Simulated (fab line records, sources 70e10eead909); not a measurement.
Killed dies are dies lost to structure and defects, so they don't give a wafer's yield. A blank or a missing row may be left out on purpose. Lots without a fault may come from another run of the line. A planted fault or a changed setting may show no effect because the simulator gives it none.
Chamber matching | flow nand_harc | NHARC_P_M1_CMP_23 on cmp-03: 3 sister chambers
The step polishes, t overpolish 20 s, target thk 157.82 nm. 3 wafers are shown with their chamber, then 5 later ones without.

WAFERS WITH THEIR CHAMBER
wafer  | chamber | motor_current_A (A)
L704.6 | 2       | 12.5
L708.6 | 3       | 13.0
L714.6 | 1       | 12.8

WAFERS WITHOUT THEIR CHAMBER
wafer  | motor_current_A (A)
L715.2 | 13.9
L715.4 | 13.4
L715.6 | 12.5
L718.4 | 13.3
L718.6 | 13.0

WHICH CHAMBER EACH WENT THROUGH
wafer  | from the rows above          | in truth
L715.2 | can't be placed: 3 or 1 or 2 | 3
L715.4 | can't be placed: 3 or 1 or 2 | 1
L715.6 | can't be placed: 2 or 1 or 3 | 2
L718.4 | can't be placed: 3 or 1 or 2 | 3
L718.6 | can't be placed: 3 or 1 or 2 | 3
Placed correctly: 0 of 5. Can't be placed from these rows: 5 (the true chamber is among the candidates in 5). Placed wrongly: 0.
How it was worked out, from the rows above alone: a wafer's distance from a chamber is the root of the sum, over the readings, of the square of ((its reading less the chamber's mean) divided by the reading's scatter). The wafer belongs to the nearest chamber; if the next one is less than 2 further off, it can't be placed. A chamber's mean is the mean of its shown wafers. The scatter: with one shown wafer a chamber, the root of the mean of the squares of how far each hidden wafer lies from its nearest shown one.
